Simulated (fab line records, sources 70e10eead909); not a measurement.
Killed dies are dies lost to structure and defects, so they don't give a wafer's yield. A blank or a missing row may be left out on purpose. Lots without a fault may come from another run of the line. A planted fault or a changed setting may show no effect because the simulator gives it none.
fab line records | flow nand_harc
record lots=13 wafers=39 last_day=25
route steps=1159 shown P_CONTACT@246 HYBRID_BOND@1099 THIN_TSV@1119 END@1159
lots that met no fault: from a run of the same line without faults
start_h: hours from the record's first day to the start of the lot's first wafer shown | wait_h: hours since the lot's step before | " the same as in the row above | L1.1+2: a row that stands for several wafers | - no value, or no start given | * or withheld: withheld | < > ~ a bound
route shown NAME@n: a module of which the file shows steps, and the number in the route of the first | usual: mean/standard deviation of fault-free wafers | same: alike in all rows | chamber/n: place in a boat | sites: the reading at each site | _std_site: their standard deviation | _edge_site: outer sites' mean less inner sites' | radius_mm: how far each site lies from the wafer's centre | mask NAME#n: copy n | behind: the tool/chamber that last shaped the wafer | hold: why the lot was held/for how many hours/how that ended | device: the transistor (n, p or np) that didn't switch | end of line: the same wafers' tests at the end of the route | a step without rows: its recipe alone | killed: dies lost to structure and defects at the first sort, not the wafer's yield | map: a wafer's dies, x killed, . not, _ none there
set.NAME: the setting as run; set.NAME@STEP: as run at that earlier step | model.NAME: the simulator's own value behind a step, which no gauge read
steps of the route over a sample of lots; a table a step, a row a wafer
services: from which hour (start_h, from the record's first day; less than 0 if before it) a tool's chamber was out of use, for how many hours, and why
## steps
# step NHARC_P_CONTACT_PVD_32
# recipe target_thk_a=50 chamber_pressure_pa=5 power_w=5000 substrate_temp_c=200 time_s=17.7 material=Ti
# usual throttle_valve_pct=29.9/0.72
# columns lot.wafer tool chamber start_h wait_h throttle_valve_pct
L391.2 pvd_sputter-03 - 129.29 - 30.9
L391.1 " - " " 29.0
L391.6 " - " " 30.1
L393.3 pvd_sputter-01 - 135.76 - 29.0
L393.2 " - " " 30.0
L393.6 " - " " 29.1
L392.3 pvd_sputter-03 - 137.43 - 30.0
L392.4 " - " " 31.0
L392.6 " - " " 29.0
L395.4 pvd_sputter-03 - 150.93 - 30.2
L395.3 " - " " 30.2
L395.6 " - " " 29.9
L396.2 pvd_sputter-03 - 167.82 - 29.0
L396.1 " - " " 30.0
L396.5 " - " " 29.9
L397.2 pvd_sputter-03 - 172.40 - 31.0
L397.1 " - " " 30.2
L397.5 " - " " 30.0
L398.1 pvd_sputter-03 - 176.53 - 30.8
L398.6 " - " " 31.0
L398.5 " - " " 29.8
L400.1 pvd_sputter-01 - 200.90 - 29.9
L400.3 " - " " 30.6
L400.5 " - " " 30.1
L399.2 pvd_sputter-03 - 201.78 - 31.2
L399.6 " - " " 30.9
L399.5 " - " " 29.8
L402.2 pvd_sputter-03 - 206.24 - 31.0
L402.4 " - " " 30.0
L402.1 " - " " 30.1
L406.3 pvd_sputter-03 - 219.22 - 29.6
L406.1 " - " " 29.0
L406.4 " - " " 30.1
L410.2 pvd_sputter-03 - 244.15 - 29.4
L410.1 " - " " 29.9
L410.3 " - " " 30.1
L411.4 pvd_sputter-03 - 253.59 - 30.8
L411.3 " - " " 29.8
L411.1 " - " " 29.0
# step NHARC_HYBRID_BOND_OVL_MEAS_05
# usual overlay_x_nm=0/33 overlay_y_nm=3/35
# columns lot.wafer tool chamber start_h wait_h overlay_x_nm overlay_y_nm
L391.1 overlay-01 - 426.38 0.4 76 25
L391.2 " - " " 78 -29
L391.6 " - " " -10 -22
L393.2 overlay-01 - 426.39 0.4 60 -35
L393.3 " - " " 21 -7
L393.6 " - " " -40 60
L392.3 overlay-01 - 452.80 0.4 80 41
L392.4 " - " " 21 -40
L392.6 " - " " -5 42
L395.3 overlay-01 - 462.57 0.4 23 -48
L395.4 " - " " 63 81
L395.6 " - " " 10 -36
L397.1 overlay-02 - 478.68 0.4 -39 21
L397.2 " - " " 26 26
L397.5 " - " " -24 32
L396.1 overlay-01 - 485.18 0.4 -16 25
L396.2 " - " " -14 18
L396.5 " - " " -7 14
L398.1 overlay-02 - 485.18 0.4 -60 57
L398.5 " - " " 48 -38
L398.6 " - " " 19 -3
L400.1 overlay-01 - 522.72 0.4 15 18
L400.3 " - " " -34 8
L400.5 " - " " 11 -25
L402.1 overlay-01 - 529.12 0.4 -36 15
L402.2 " - " " 6 36
L402.4 " - " " -27 -56
L399.2 overlay-02 - 529.12 0.4 -11 27
L399.5 " - " " -42 33
L399.6 " - " " -51 3
L406.1 overlay-01 - 548.99 0.4 -32 26
L406.3 " - " " 15 27
L406.4 " - " " 20 13
L410.1 overlay-01 - 558.67 0.4 -39 -65
L410.2 " - " " 8 8
L410.3 " - " " 3 -15
L411.1 overlay-02 - 573.99 0.4 -24 -18
L411.3 " - " " -28 -10
L411.4 " - " " 0 -4
# step NHARC_THIN_TSV_ETCH_44
# recipe target_depth_a=15942 time_s=797.1 cf4_flow_sccm=150 o2_flow_sccm=10 ar_flow_sccm=0 rf_w=300 bias_w=800 chemistry=CF4/O2
# usual bias_w=800.1/2.3 drypump_motor_current_A=5.9/0.43 oes_product_au=1.002/0.012 rf_vpp_V=794/4 showerhead_plenum_p_Torr=1.83/0.064 throttle_valve_pct=16.914/0.0087
# columns lot.wafer tool chamber start_h wait_h bias_w drypump_motor_current_A oes_product_au rf_hours_counter_h rf_vpp_V showerhead_plenum_p_Torr throttle_valve_pct
L391.2 rie_diel-04 3 430.44 0.1 799.3 6.4 0.983 10 795 1.84 16.912
L391.1 " 2 " " 798.9 6.4 1.032 11 792 1.81 16.918
L391.6 " 3 " " 802.5 6.4 0.995 - 796 1.84 16.900
L393.3 rie_diel-04 2 433.03 0.1 800.0 6.4 1.011 11 794 1.81 16.922
L393.2 " 3 " " 798.8 6.4 0.994 11 795 1.84 16.923
L393.6 " 1 " " 799.4 6.0 1.000 - 791 1.81 16.908
L392.4 rie_diel-07 1 456.21 0.1 801.8 5.6 0.995 4 788 1.73 16.916
L392.3 " 2 " " 799.2 6.4 0.972 4 792 1.79 16.918
L392.6 " 0 " " 803.3 6.0 1.002 - 800 1.91 16.900
L395.4 rie_diel-07 0 465.44 0.1 799.4 6.0 0.992 5 799 1.91 16.913
L395.3 " 1 " " 796.1 5.6 0.990 5 788 1.73 16.912
L395.6 " 1 " " 799.3 5.6 0.987 - 787 1.73 16.915
L397.1 rie_diel-07 1 481.67 0.1 796.8 5.6 0.990 7 788 1.73 16.917
L397.2 " 2 " " 801.8 6.4 0.980 6 793 1.79 16.917
L397.5 " 1 " " 799.1 5.6 1.000 - 789 1.73 16.912
L398.1 rie_diel-05 1 489.51 0.1 803.5 5.6 1.002 11 797 1.88 16.899
L398.6 " 1 " " 801.2 5.6 1.001 - 798 1.88 16.925
L398.5 " 2 " " 801.4 6.1 1.016 - 800 1.92 16.918
L396.1 rie_diel-07 2 490.70 0.1 802.7 6.4 0.984 7 791 1.79 16.915
L396.2 " 0 " " 801.0 6.0 0.992 8 799 1.91 16.924
L396.5 " 2 " " 800.4 6.4 0.981 - 793 1.79 16.914
L400.1 rie_diel-05 3 527.09 0.1 794.7 5.0 1.017 0 789 1.74 16.900
L400.3 " 0 " " 803.2 6.4 1.012 0 798 1.88 16.914
L400.5 " 3 " " 798.2 5.0 1.001 - 789 1.74 16.916
L402.2 rie_diel-05 0 532.08 0.2 795.1 6.4 1.007 1 797 1.88 16.900
L402.1 " 1 " " 804.9 5.5 1.003 1 798 1.88 16.915
L402.4 " 3 " " 802.4 5.0 1.007 - 788 1.74 16.917
L399.2 rie_diel-05 0 533.50 0.2 803.4 6.4 1.005 1 796 1.88 16.911
L399.5 " 1 " " 796.3 5.6 0.992 - 798 1.88 16.911
L399.6 " 3 " " 802.1 5.0 1.005 - 789 1.74 16.908
L406.1 rie_diel-07 0 553.19 0.1 799.4 6.0 1.009 14 798 1.91 16.924
L406.4 " 1 " " 804.6 5.6 0.985 14 786 1.73 16.916
L406.3 " 3 " " 799.2 5.7 1.011 13 795 1.86 16.913
L410.1 rie_diel-07 0 561.50 0.1 803.3 6.0 1.006 15 799 1.91 16.912
L410.2 " 2 " " 800.5 6.4 0.982 14 793 1.79 16.919
L410.3 " 3 " " 800.9 5.7 1.010 14 797 1.86 16.903
L411.1 rie_diel-04 3 576.98 0.1 802.2 6.4 1.004 5 795 1.84 16.903
L411.4 " 1 " " 798.5 6.0 0.998 6 791 1.80 16.907
L411.3 " 2 " " 798.6 6.4 1.027 6 792 1.80 16.921
# step NHARC_THIN_TSV_STRIP_56
# recipe power_w=1500 temp_c=250 chemistry=O2
# usual drypump_motor_current_A=5.9/0.43 heater_power_w=362/16
# columns lot.wafer tool chamber start_h wait_h drypump_motor_current_A heater_power_w rf_hours_counter_h
L391.1 plasma_asher-01 1 436.81 0.1 6.2 360 53
L391.2 " 0 " " 5.2 331 53
L391.6 " 0 " " 5.2 323 -
L393.2 plasma_asher-02 0 439.58 0.3 5.6 366 23
L393.3 " 0 " " 5.6 379 -
L393.6 " 0 " " 5.6 362 -
L392.4 plasma_asher-02 0 463.75 0.8 5.6 364 -
L392.3 " 1 " " 6.3 372 -
L392.6 " 0 " " 5.6 387 -
L395.3 plasma_asher-02 1 472.13 0.2 6.3 374 -
L395.4 " 0 " " 5.6 367 -
L395.6 " 0 " " 5.6 367 -
L397.1 plasma_asher-02 0 488.07 0.1 5.6 380 47
L397.2 " 1 " " 6.3 376 47
L397.5 " 1 " " 6.4 371 -
L398.1 plasma_asher-01 1 496.11 0.1 6.2 368 8
L398.5 " 1 " " 6.2 371 -
L398.6 " 0 " " 5.2 327 -
L396.2 plasma_asher-02 1 496.88 0.1 6.3 361 49
L396.1 " 0 " " 5.6 370 49
L396.5 " 0 " " 5.6 373 -
L400.1 plasma_asher-01 1 533.59 0.1 6.2 380 20
L400.3 " 0 " " 5.2 336 -
L400.5 " 0 " " 5.2 328 -
L402.2 plasma_asher-01 0 538.81 0.3 5.2 328 22
L402.1 " 1 " " 6.2 364 22
L402.4 " 0 " " 5.2 340 -
L399.2 plasma_asher-01 1 540.43 0.5 6.2 368 23
L399.5 " 1 " " 6.2 368 -
L399.6 " 0 " " 5.2 324 -
L406.1 plasma_asher-01 1 559.64 0.1 6.2 371 34
L406.3 " 1 " " 6.2 367 -
L406.4 " 0 " " 5.2 330 -
L410.1 plasma_asher-02 0 567.86 0.1 5.6 366 8
L410.2 " 1 " " 6.4 349 8
L410.3 " 0 " " 5.6 373 -
L411.1 plasma_asher-02 1 583.77 0.1 6.4 362 13
L411.3 " 0 " " 5.6 361 -
L411.4 " 1 " " 6.3 360 -
# step NHARC_END_SORT_01
# recipe temp_c=25
# usual killed_at_array=29/10 killed_at_other=0.7/1.1 killed_at_periphery=3.3/2.4 killed_dies=33/11 killed_open=3.3/2 killed_short=1.9/1.3
# same gross_dies=677
# columns lot.wafer tool chamber start_h wait_h killed_at_array killed_at_other killed_at_periphery killed_dies killed_open killed_short
L410.1 prober-02 0 581.09 2.5 37 0 83 120 7 4
L410.2 prober-02 0 581.87 2.8 21 0 77 98 3 1
L410.3 prober-02 0 582.65 3.1 35 0 63 98 6 2
L411.1 prober-01 0 592.75 2.5 18 0 84 102 3 1
L411.3 prober-01 0 594.37 3.1 30 0 62 92 4 3
L411.4 prober-01 0 595.18 3.4 37 0 82 119 2 2
# killed by level:class
L410.1 P_CONTACT:unspecified=75 A_SLIT:chamber_film_flake=16 A_CHANNEL_HOLE_D1:chamber_film_flake=9 P_CONTACT:geometric_particle:open=3 P_ZERO_WELL:chamber_film_flake=2 A_CHANNEL_FILL_D1:chamber_film_flake=2 A_STAIRCASE:chamber_film_flake=2 P_GATE:geometric_particle:short=1
L410.2 P_CONTACT:unspecified=75 A_SLIT:chamber_film_flake=6 A_STAIRCASE:chamber_film_flake=5 A_CHANNEL_HOLE_D1:chamber_film_flake=4 A_WL_FILL:chamber_film_flake=4 P_CONTACT:geometric_particle:open=1 P_M0:geometric_particle:open=1 A_SOURCE_PLATE:geometric_particle:open=1
L410.3 P_CONTACT:unspecified=61 A_SLIT:chamber_film_flake=15 A_CHANNEL_HOLE_D1:chamber_film_flake=8 A_WL_FILL:chamber_film_flake=3 A_CHANNEL_FILL_D1:geometric_particle:short=2 A_BLC:geometric_particle:open=2 A_STAIRCASE:chamber_film_flake=2 P_CONTACT:geometric_particle:open=1
L411.1 P_CONTACT:unspecified=84 A_CHANNEL_HOLE_D1:chamber_film_flake=6 A_SLIT:chamber_film_flake=3 A_CONTACT:chamber_film_flake=3 A_CHANNEL_HOLE_D1:geometric_particle:short=1 A_SGD_CUT:geometric_particle:open=1 A_WL_FILL:geometric_particle:open=1 A_CONTACT:geometric_particle:open=1
L411.3 P_CONTACT:unspecified=56 A_SLIT:chamber_film_flake=14 A_CHANNEL_HOLE_D1:chamber_film_flake=9 P_CONTACT:geometric_particle:open=2 A_CHANNEL_FILL_D1:chamber_film_flake=2 P_GATE:geometric_particle:short=1 P_M1:geometric_particle:short=1 A_SOURCE_PLATE:geometric_particle:short=1
L411.4 P_CONTACT:unspecified=81 A_SLIT:chamber_film_flake=17 A_CHANNEL_HOLE_D1:chamber_film_flake=8 A_CHANNEL_FILL_D1:chamber_film_flake=3 A_ZERO_WELL:chamber_film_flake=2 A_STAIRCASE:chamber_film_flake=2 A_ONON_D1:geometric_particle:open=1 A_ONON_D1:geometric_particle:short=1
## services
# columns tool chamber start_h hours kind
plasma_asher-01 - 150.85 83.2 repair
rie_diel-05 - 163.60 9.0 pm
plasma_asher-02 - 183.03 9.0 pm
rie_diel-07 - 228.20 9.0 pm
rie_diel-05 - 250.52 0.4 repair
rie_diel-07 0 251.03 11.9 repair
plasma_asher-01 - 276.62 9.0 pm
pvd_sputter-03 - 280.00 10.0 pm
plasma_asher-01 - 309.51 4.4 repair
rie_diel-05 3 316.84 7.3 repair
rie_diel-05 0 333.81 4.8 repair
rie_diel-05 - 340.60 9.0 pm
plasma_asher-02 - 360.03 9.0 pm
rie_diel-07 1 377.19 1.6 repair
pvd_sputter-03 - 379.14 15.3 repair
rie_diel-07 - 388.79 0.7 repair
rie_diel-07 - 405.20 9.0 pm
rie_diel-05 0 432.69 10.8 repair
plasma_asher-01 - 443.82 12.4 repair
plasma_asher-01 - 456.30 9.0 pm
pvd_sputter-03 - 458.00 10.0 pm
rie_diel-07 - 520.18 6.1 repair
plasma_asher-02 - 537.03 9.0 pm
rie_diel-07 - 582.23 9.0 pm
## key
first_sign step=NHARC_END_SORT_01 reading=killed_at_periphery direction=up sigmas=30 usual=3.3 struck=75.2
effect step=NHARC_END_SORT_01 reading=killed_dies direction=up sigmas=6.6 usual=33 struck=105
more_kills_born_at NHARC_P_CONTACT_PVD_32@pvd_sputter-03=432
met_at NHARC_P_CONTACT_PVD_32
struck_lots L410,L411
tester_left_out L410,L411
not_acting_at NHARC_HYBRID_BOND_OVL_MEAS_05,NHARC_THIN_TSV_ETCH_44,NHARC_THIN_TSV_STRIP_56
onset_between 219.22 244.15
also_fits time
fault kind=chamber_particle_source tool=pvd_sputter-03 chamber=- onset_h=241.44 steps=NHARC_P_CONTACT_PVD_32 rate_per_visit_cm2=0.66867 end_h=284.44
# tester_left_out: of these lots the tester's yield and bins aren't shown, on N5 and GAA mostly nor the transistor test; their killed dies are dies lost to structure and defects alone, not to doping, threshold or leakage, so they don't give the yield
